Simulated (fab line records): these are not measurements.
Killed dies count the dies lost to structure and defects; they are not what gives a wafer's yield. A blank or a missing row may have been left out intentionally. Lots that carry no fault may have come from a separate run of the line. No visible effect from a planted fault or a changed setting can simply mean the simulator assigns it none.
Which tool is to blame? || flow n5 finfet || 72 wafers from 24 lots sampled at 5 of the route's 1938 steps

WHAT THE GAUGES SHOWED, per wafer
N5_BEOL_M2_INSPECT_59: inspects for defects (darkfield).
{"lot": "L074", "measured": "day 8 05:56", "on": "defect inspect-02", "raw defect count": "52 54 59"}
{"lot": "L075", "measured": "day 8 12:13", "on": "defect inspect-02", "raw defect count": "133 86 106"}
{"lot": "L076", "measured": "day 8 12:58", "on": "defect inspect-02", "raw defect count": "58 71 75"}
{"lot": "L077", "measured": "day 8 14:08", "on": "defect inspect-02", "raw defect count": "33 49 53"}
{"lot": "L079", "measured": "day 8 15:29", "on": "defect inspect-02", "raw defect count": "70 47 58"}
{"lot": "L080", "measured": "day 8 15:43", "on": "defect inspect-01", "raw defect count": "73 97 94"}
{"lot": "L078", "measured": "day 8 20:36", "on": "defect inspect-01", "raw defect count": "92 81 92"}
{"lot": "L081", "measured": "day 8 22:49", "on": "defect inspect-01", "raw defect count": "73 49 46"}
{"lot": "L082", "measured": "day 9 01:16", "on": "defect inspect-01", "raw defect count": "115 74 49"}
{"lot": "L084", "measured": "day 9 12:42", "on": "defect inspect-01", "raw defect count": "72 54 97"}
{"lot": "L083", "measured": "day 9 12:47", "on": "defect inspect-02", "raw defect count": "68 92 121"}
{"lot": "L085", "measured": "day 9 18:18", "on": "defect inspect-01", "raw defect count": "78 45 42"}
{"lot": "L086", "measured": "day 10 05:55", "on": "defect inspect-01", "raw defect count": "63 60 53"}
{"lot": "L087", "measured": "day 11 06:25", "on": "defect inspect-01", "raw defect count": "43 67 60"}
{"lot": "L088", "measured": "day 11 06:48", "on": "defect inspect-02", "raw defect count": "65 84 38"}
{"lot": "L089", "measured": "day 11 11:00", "on": "defect inspect-02", "raw defect count": "74 61 60"}
{"lot": "L090", "measured": "day 11 11:27", "on": "defect inspect-01", "raw defect count": "47 84 58"}
{"lot": "L091", "measured": "day 12 04:39", "on": "defect inspect-01", "raw defect count": "80 49 98"}
{"lot": "L092", "measured": "day 12 07:56", "on": "defect inspect-01", "raw defect count": "82 69 70"}
{"lot": "L093", "measured": "day 12 08:10", "on": "defect inspect-02", "raw defect count": "41 40 78"}
{"lot": "L094", "measured": "day 12 08:24", "on": "defect inspect-02", "raw defect count": "69 64 92"}
{"lot": "L095", "measured": "day 12 14:59", "on": "defect inspect-02", "raw defect count": "43 36 35"}
{"lot": "L097", "measured": "day 12 18:50", "on": "defect inspect-01", "raw defect count": "84 90 72"}
{"lot": "L096", "measured": "day 12 19:42", "on": "defect inspect-01", "raw defect count": "42 71 38"}

N5_BEOL_M3_INSPECT_13: inspects for defects (brightfield).
{"lot": "L074", "measured": "day 8 08:39", "on": "defect inspect-01", "raw defect count": "443 388 346"}
{"lot": "L075", "measured": "day 8 13:01", "on": "defect inspect-02", "raw defect count": "692 540 547"}
{"lot": "L076", "measured": "day 8 15:35", "on": "defect inspect-02", "raw defect count": "338 354 488"}
{"lot": "L077", "measured": "day 8 15:45", "on": "defect inspect-01", "raw defect count": "236 311 456"}
{"lot": "L079", "measured": "day 8 16:17", "on": "defect inspect-02", "raw defect count": "351 278 520"}
{"lot": "L080", "measured": "day 8 16:31", "on": "defect inspect-01", "raw defect count": "321 462 530"}
{"lot": "L078", "measured": "day 8 21:58", "on": "defect inspect-01", "raw defect count": "496 353 556"}
{"lot": "L081", "measured": "day 9 01:16", "on": "defect inspect-01", "raw defect count": "383 437 460"}
{"lot": "L082", "measured": "day 9 02:04", "on": "defect inspect-01", "raw defect count": "503 412 415"}
{"lot": "L084", "measured": "day 9 14:58", "on": "defect inspect-02", "raw defect count": "802 673 618"}
{"lot": "L083", "measured": "day 9 15:08", "on": "defect inspect-02", "raw defect count": "313 353 375"}
{"lot": "L085", "measured": "day 9 20:20", "on": "defect inspect-02", "raw defect count": "453 373 410"}
{"lot": "L086", "measured": "day 10 08:38", "on": "defect inspect-02", "raw defect count": "396 348 389"}
{"lot": "L087", "measured": "day 11 08:04", "on": "defect inspect-01", "raw defect count": "335 450 451"}
{"lot": "L088", "measured": "day 11 08:06", "on": "defect inspect-02", "raw defect count": "411 389 404"}
{"lot": "L089", "measured": "day 11 13:31", "on": "defect inspect-02", "raw defect count": "453 423 505"}
{"lot": "L090", "measured": "day 11 13:44", "on": "defect inspect-01", "raw defect count": "328 374 295"}
{"lot": "L091", "measured": "day 12 05:27", "on": "defect inspect-02", "raw defect count": "356 432 369"}
{"lot": "L092", "measured": "day 12 10:45", "on": "defect inspect-02", "raw defect count": "629 426 357"}
{"lot": "L093", "measured": "day 12 10:50", "on": "defect inspect-01", "raw defect count": "304 355 511"}
{"lot": "L094", "measured": "day 12 11:03", "on": "defect inspect-01", "raw defect count": "370 395 405"}
{"lot": "L095", "measured": "day 12 16:14", "on": "defect inspect-01", "raw defect count": "276 295 500"}
{"lot": "L097", "measured": "day 12 20:45", "on": "defect inspect-01", "raw defect count": "466 392 406"}
{"lot": "L096", "measured": "day 12 21:12", "on": "defect inspect-02", "raw defect count": "272 349 357"}

WHICH TOOL RAN EACH LOT (tool, then ch and the chambers of the sampled wafers, then the start)
{"lot": "L074", "N5_BEOL_M2_ALD_84": "ald metal-04 ch 0,2,3, day 8 02:34", "N5_BEOL_M2_SPUTTER_79": "pvd sputter-01, day 8 03:19", "N5_BEOL_M2_PRE_CLEAN_60": "cvd co-02 ch 0,1, day 8 05:41"}
{"lot": "L075", "N5_BEOL_M2_ALD_84": "ald metal-01 ch 1,2, day 8 08:38", "N5_BEOL_M2_SPUTTER_79": "pvd sputter-03, day 8 09:35", "N5_BEOL_M2_PRE_CLEAN_60": "cvd co-01 ch 0,1,2, day 8 11:58"}
{"lot": "L076", "N5_BEOL_M2_ALD_84": "ald metal-01 ch 0,3, day 8 09:10", "N5_BEOL_M2_SPUTTER_79": "pvd sputter-01, day 8 10:20", "N5_BEOL_M2_PRE_CLEAN_60": "cvd co-02 ch 0,1,2, day 8 12:43"}
{"lot": "L077", "N5_BEOL_M2_ALD_84": "ald metal-03 ch 0,1,3, day 8 10:22", "N5_BEOL_M2_SPUTTER_79": "pvd sputter-03, day 8 11:32", "N5_BEOL_M2_PRE_CLEAN_60": "cvd co-01 ch 0,2, day 8 13:53"}
{"lot": "L079", "N5_BEOL_M2_ALD_84": "ald metal-04 ch 2,3, day 8 12:05", "N5_BEOL_M2_SPUTTER_79": "pvd sputter-02, day 8 12:52", "N5_BEOL_M2_PRE_CLEAN_60": "cvd co-02 ch 0,1,2, day 8 15:14"}
{"lot": "L080", "N5_BEOL_M2_ALD_84": "ald metal-01 ch 0,2,3, day 8 12:19", "N5_BEOL_M2_SPUTTER_79": "pvd sputter-01, day 8 13:06", "N5_BEOL_M2_PRE_CLEAN_60": "cvd co-01 ch 0,1, day 8 15:28"}
{"lot": "L078", "N5_BEOL_M2_ALD_84": "ald metal-01 ch 0,1,2, day 8 15:31", "N5_BEOL_M2_SPUTTER_79": "pvd sputter-03, day 8 17:59", "N5_BEOL_M2_PRE_CLEAN_60": "cvd co-01 ch 0,1,2, day 8 20:21"}
{"lot": "L081", "N5_BEOL_M2_ALD_84": "ald metal-01 ch 0,2,3, day 8 18:31", "N5_BEOL_M2_SPUTTER_79": "pvd sputter-03, day 8 19:50", "N5_BEOL_M2_PRE_CLEAN_60": "cvd co-01 ch 0,1, day 8 22:34"}
{"lot": "L082", "N5_BEOL_M2_ALD_84": "ald metal-04 ch 0,2,3, day 8 21:40", "N5_BEOL_M2_SPUTTER_79": "pvd sputter-03, day 8 22:31", "N5_BEOL_M2_PRE_CLEAN_60": "cvd co-01 ch 1,2, day 9 01:01"}
{"lot": "L084", "N5_BEOL_M2_ALD_84": "ald metal-03 ch 1,2,3, day 9 08:25", "N5_BEOL_M2_SPUTTER_79": "pvd sputter-02, day 9 09:26", "N5_BEOL_M2_PRE_CLEAN_60": "cvd co-02 ch 0,1,2, day 9 12:27"}
{"lot": "L083", "N5_BEOL_M2_ALD_84": "ald metal-01 ch 0,1,3, day 9 08:36", "N5_BEOL_M2_SPUTTER_79": "pvd sputter-03, day 9 09:38", "N5_BEOL_M2_PRE_CLEAN_60": "cvd co-01 ch 0,1,2, day 9 12:32"}
{"lot": "L085", "N5_BEOL_M2_ALD_84": "ald metal-01 ch 0,1,3, day 9 14:52", "N5_BEOL_M2_SPUTTER_79": "pvd sputter-01, day 9 15:40", "N5_BEOL_M2_PRE_CLEAN_60": "cvd co-02 ch 0,1,2, day 9 18:03"}
{"lot": "L086", "N5_BEOL_M2_ALD_84": "ald metal-03 ch 1,2,3, day 10 01:29", "N5_BEOL_M2_SPUTTER_79": "pvd sputter-01, day 10 02:11", "N5_BEOL_M2_PRE_CLEAN_60": "cvd co-01 ch 0,1,2, day 10 05:40"}
{"lot": "L087", "N5_BEOL_M2_ALD_84": "ald metal-03 ch 0,2, day 11 02:11", "N5_BEOL_M2_SPUTTER_79": "pvd sputter-02, day 11 02:56", "N5_BEOL_M2_PRE_CLEAN_60": "cvd co-02 ch 0,1, day 11 06:10"}
{"lot": "L088", "N5_BEOL_M2_ALD_84": "ald metal-04 ch 0,2,3, day 11 02:34", "N5_BEOL_M2_SPUTTER_79": "pvd sputter-01, day 11 03:20", "N5_BEOL_M2_PRE_CLEAN_60": "cvd co-01 ch 0,1,2, day 11 06:33"}
{"lot": "L089", "N5_BEOL_M2_ALD_84": "ald metal-04 ch 0,2, day 11 07:41", "N5_BEOL_M2_SPUTTER_79": "pvd sputter-01, day 11 08:21", "N5_BEOL_M2_PRE_CLEAN_60": "cvd co-01 ch 0,2, day 11 10:45"}
{"lot": "L090", "N5_BEOL_M2_ALD_84": "ald metal-03 ch 0,3, day 11 07:41", "N5_BEOL_M2_SPUTTER_79": "pvd sputter-02, day 11 08:25", "N5_BEOL_M2_PRE_CLEAN_60": "cvd co-02 ch 0,2, day 11 11:12"}
{"lot": "L091", "N5_BEOL_M2_ALD_84": "ald metal-01 ch 0,1,2, day 12 01:03", "N5_BEOL_M2_SPUTTER_79": "pvd sputter-03, day 12 01:47", "N5_BEOL_M2_PRE_CLEAN_60": "cvd co-02 ch 0,1, day 12 04:24"}
{"lot": "L092", "N5_BEOL_M2_ALD_84": "ald metal-03 ch 0,1,2, day 12 04:11", "N5_BEOL_M2_SPUTTER_79": "pvd sputter-02, day 12 05:08", "N5_BEOL_M2_PRE_CLEAN_60": "cvd co-02 ch 0,2, day 12 07:41"}
{"lot": "L093", "N5_BEOL_M2_ALD_84": "ald metal-01 ch 1,2, day 12 04:22", "N5_BEOL_M2_SPUTTER_79": "pvd sputter-03, day 12 05:16", "N5_BEOL_M2_PRE_CLEAN_60": "cvd co-02 ch 0,2, day 12 07:55"}
{"lot": "L094", "N5_BEOL_M2_ALD_84": "ald metal-03 ch 1,2,3, day 12 04:44", "N5_BEOL_M2_SPUTTER_79": "pvd sputter-01, day 12 05:38", "N5_BEOL_M2_PRE_CLEAN_60": "cvd co-01 ch 0,1, day 12 08:09"}
{"lot": "L095", "N5_BEOL_M2_ALD_84": "ald metal-04 ch 0,1,2, day 12 11:26", "N5_BEOL_M2_SPUTTER_79": "pvd sputter-03, day 12 12:23", "N5_BEOL_M2_PRE_CLEAN_60": "cvd co-02 ch 0,1,2, day 12 14:46"}
{"lot": "L097", "N5_BEOL_M2_ALD_84": "ald metal-01 ch 1,2,3, day 12 15:26", "N5_BEOL_M2_SPUTTER_79": "pvd sputter-02, day 12 16:11", "N5_BEOL_M2_PRE_CLEAN_60": "cvd co-02 ch 1,2, day 12 18:34"}
{"lot": "L096", "N5_BEOL_M2_ALD_84": "ald metal-01 ch 0,2,3, day 12 16:00", "N5_BEOL_M2_SPUTTER_79": "pvd sputter-03, day 12 16:54", "N5_BEOL_M2_PRE_CLEAN_60": "cvd co-02 ch 0,2, day 12 19:27"}
- N5_BEOL_M2_ALD_84: deposits TaN, pulse time 2 s, purge time 3 s, co reactant purge time 2 s.
- N5_BEOL_M2_SPUTTER_79: material Cu, target thk 4.5 nm, time 8.29 s.
- N5_BEOL_M2_PRE_CLEAN_60: time 15 s.

WHAT THE TOOLS THEMSELVES READ (means of the sampled wafers that have a number; where no wafer has one, the mark that the record gives instead)
N5_BEOL_M2_ALD_84.
{"lot": "L074", "tool": "ald metal-04", "chamber pressure Torr (Torr)": 3.002, "heater power outer w (W)": 246, "heater power w (W)": 438}
{"lot": "L075", "tool": "ald metal-01", "chamber pressure Torr (Torr)": 2.996, "heater power outer w (W)": 213, "heater power w (W)": 387}
{"lot": "L076", "tool": "ald metal-01", "chamber pressure Torr (Torr)": 3.005, "heater power outer w (W)": 224, "heater power w (W)": 404}
{"lot": "L077", "tool": "ald metal-03", "chamber pressure Torr (Torr)": 2.997, "heater power outer w (W)": 246, "heater power w (W)": 412}
{"lot": "L079", "tool": "ald metal-04", "chamber pressure Torr (Torr)": 2.998, "heater power outer w (W)": 245, "heater power w (W)": 443}
{"lot": "L080", "tool": "ald metal-01", "chamber pressure Torr (Torr)": 3.003, "heater power outer w (W)": 214, "heater power w (W)": 390}
{"lot": "L078", "tool": "ald metal-01", "chamber pressure Torr (Torr)": 3.006, "heater power outer w (W)": 216, "heater power w (W)": 399}
{"lot": "L081", "tool": "ald metal-01", "chamber pressure Torr (Torr)": 3.006, "heater power outer w (W)": 215, "heater power w (W)": 391}
{"lot": "L082", "tool": "ald metal-04", "chamber pressure Torr (Torr)": 3.000, "heater power outer w (W)": 245, "heater power w (W)": 445}
{"lot": "L084", "tool": "ald metal-03", "chamber pressure Torr (Torr)": 2.995, "heater power outer w (W)": 249, "heater power w (W)": 432}
{"lot": "L083", "tool": "ald metal-01", "chamber pressure Torr (Torr)": 3.002, "heater power outer w (W)": 233, "heater power w (W)": 419}
{"lot": "L085", "tool": "ald metal-01", "chamber pressure Torr (Torr)": 2.996, "heater power outer w (W)": 236, "heater power w (W)": 424}
{"lot": "L086", "tool": "ald metal-03", "chamber pressure Torr (Torr)": 3.010, "heater power outer w (W)": 251, "heater power w (W)": 428}
{"lot": "L087", "tool": "ald metal-03", "chamber pressure Torr (Torr)": 2.995, "heater power outer w (W)": 264, "heater power w (W)": 455}
{"lot": "L088", "tool": "ald metal-04", "chamber pressure Torr (Torr)": 2.995, "heater power outer w (W)": 239, "heater power w (W)": 437}
{"lot": "L089", "tool": "ald metal-04", "chamber pressure Torr (Torr)": 3.004, "heater power outer w (W)": 243, "heater power w (W)": 425}
{"lot": "L090", "tool": "ald metal-03", "chamber pressure Torr (Torr)": 2.995, "heater power outer w (W)": 229, "heater power w (W)": 388}
{"lot": "L091", "tool": "ald metal-01", "chamber pressure Torr (Torr)": 3.000, "heater power outer w (W)": 221, "heater power w (W)": 397}
{"lot": "L092", "tool": "ald metal-03", "chamber pressure Torr (Torr)": 3.003, "heater power outer w (W)": 268, "heater power w (W)": 455}
{"lot": "L093", "tool": "ald metal-01", "chamber pressure Torr (Torr)": 2.995, "heater power outer w (W)": 233, "heater power w (W)": 416}
{"lot": "L094", "tool": "ald metal-03", "chamber pressure Torr (Torr)": 3.000, "heater power outer w (W)": 254, "heater power w (W)": 429}
{"lot": "L095", "tool": "ald metal-04", "chamber pressure Torr (Torr)": 2.999, "heater power outer w (W)": 263, "heater power w (W)": 442}
{"lot": "L097", "tool": "ald metal-01", "chamber pressure Torr (Torr)": 3.001, "heater power outer w (W)": 225, "heater power w (W)": 415}
{"lot": "L096", "tool": "ald metal-01", "chamber pressure Torr (Torr)": 3.002, "heater power outer w (W)": 220, "heater power w (W)": 393}

N5_BEOL_M2_SPUTTER_79.
{"lot": "L074", "tool": "pvd sputter-01", "throttle valve pct (%)": 30.4}
{"lot": "L075", "tool": "pvd sputter-03", "throttle valve pct (%)": 32.4}
{"lot": "L076", "tool": "pvd sputter-01", "throttle valve pct (%)": 29.5}
{"lot": "L077", "tool": "pvd sputter-03", "throttle valve pct (%)": 29.5}
{"lot": "L079", "tool": "pvd sputter-02", "throttle valve pct (%)": 30.6}
{"lot": "L080", "tool": "pvd sputter-01", "throttle valve pct (%)": 30.5}
{"lot": "L078", "tool": "pvd sputter-03", "throttle valve pct (%)": 29.7}
{"lot": "L081", "tool": "pvd sputter-03", "throttle valve pct (%)": 32.5}
{"lot": "L082", "tool": "pvd sputter-03", "throttle valve pct (%)": 27.9}
{"lot": "L084", "tool": "pvd sputter-02", "throttle valve pct (%)": 30.5}
{"lot": "L083", "tool": "pvd sputter-03", "throttle valve pct (%)": 29.5}
{"lot": "L085", "tool": "pvd sputter-01", "throttle valve pct (%)": 30.3}
{"lot": "L086", "tool": "pvd sputter-01", "throttle valve pct (%)": 29.8}
{"lot": "L087", "tool": "pvd sputter-02", "throttle valve pct (%)": 30.7}
{"lot": "L088", "tool": "pvd sputter-01", "throttle valve pct (%)": 30.5}
{"lot": "L089", "tool": "pvd sputter-01", "throttle valve pct (%)": 30.9}
{"lot": "L090", "tool": "pvd sputter-02", "throttle valve pct (%)": 30.4}
{"lot": "L091", "tool": "pvd sputter-03", "throttle valve pct (%)": 30.3}
{"lot": "L092", "tool": "pvd sputter-02", "throttle valve pct (%)": 30.5}
{"lot": "L093", "tool": "pvd sputter-03", "throttle valve pct (%)": 29.7}
{"lot": "L094", "tool": "pvd sputter-01", "throttle valve pct (%)": 30.3}
{"lot": "L095", "tool": "pvd sputter-03", "throttle valve pct (%)": 31.2}
{"lot": "L097", "tool": "pvd sputter-02", "throttle valve pct (%)": 29.9}
{"lot": "L096", "tool": "pvd sputter-03", "throttle valve pct (%)": 30.9}

N5_BEOL_M2_PRE_CLEAN_60.
{"lot": "L074", "tool": "cvd co-02", "heater power outer w (W)": 23, "heater power w (W)": 84}
{"lot": "L075", "tool": "cvd co-01", "heater power outer w (W)": 20, "heater power w (W)": 84}
{"lot": "L076", "tool": "cvd co-02", "heater power outer w (W)": 17, "heater power w (W)": 81}
{"lot": "L077", "tool": "cvd co-01", "heater power outer w (W)": 16, "heater power w (W)": 88}
{"lot": "L079", "tool": "cvd co-02", "heater power outer w (W)": 17, "heater power w (W)": 81}
{"lot": "L080", "tool": "cvd co-01", "heater power outer w (W)": 22, "heater power w (W)": 91}
{"lot": "L078", "tool": "cvd co-01", "heater power outer w (W)": 20, "heater power w (W)": 84}
{"lot": "L081", "tool": "cvd co-01", "heater power outer w (W)": 22, "heater power w (W)": 90}
{"lot": "L082", "tool": "cvd co-01", "heater power outer w (W)": 25, "heater power w (W)": 81}
{"lot": "L084", "tool": "cvd co-02", "heater power outer w (W)": 17, "heater power w (W)": 81}
{"lot": "L083", "tool": "cvd co-01", "heater power outer w (W)": 21, "heater power w (W)": 84}
{"lot": "L085", "tool": "cvd co-02", "heater power outer w (W)": 18, "heater power w (W)": 82}
{"lot": "L086", "tool": "cvd co-01", "heater power outer w (W)": 21, "heater power w (W)": 84}
{"lot": "L087", "tool": "cvd co-02", "heater power outer w (W)": 16, "heater power w (W)": 79}
{"lot": "L088", "tool": "cvd co-01", "heater power outer w (W)": 21, "heater power w (W)": 83}
{"lot": "L089", "tool": "cvd co-01", "heater power outer w (W)": 16, "heater power w (W)": 87}
{"lot": "L090", "tool": "cvd co-02", "heater power outer w (W)": 11, "heater power w (W)": 79}
{"lot": "L091", "tool": "cvd co-02", "heater power outer w (W)": 16, "heater power w (W)": 80}
{"lot": "L092", "tool": "cvd co-02", "heater power outer w (W)": 11, "heater power w (W)": 77}
{"lot": "L093", "tool": "cvd co-02", "heater power outer w (W)": 12, "heater power w (W)": 81}
{"lot": "L094", "tool": "cvd co-01", "heater power outer w (W)": 22, "heater power w (W)": 92}
{"lot": "L095", "tool": "cvd co-02", "heater power outer w (W)": 18, "heater power w (W)": 82}
{"lot": "L097", "tool": "cvd co-02", "heater power outer w (W)": 24, "heater power w (W)": 87}
{"lot": "L096", "tool": "cvd co-02", "heater power outer w (W)": 11, "heater power w (W)": 79}

THE ANSWER, worked out from the rows above alone
Rule: usual is defined by the lots themselves. Put in order of their means at a reading, lots are off if they are a third of the lots or fewer, leave a main group of 4 or more, and stand apart from it by a gap of 3 or more times the standard deviation of the main group's means; of several such gaps the widest counts. A main group is skipped when, at the precision printed for the reading in the tables above, its means are all equal. A lot without any number at a reading at which 4 lots or more have one is off too. Any other lot the step has rows for is counted as sound. First the gauges in route order, then the tools' own readings, where a lot's mean is used as printed above. The first step at which some lot is off is used, and at that step the reading that is off furthest; a lot without a number counts as furthest.
Across all readings shown, no lot is off: no conclusion can be drawn from this.

WHAT THE SIMULATOR HAD PUT IN
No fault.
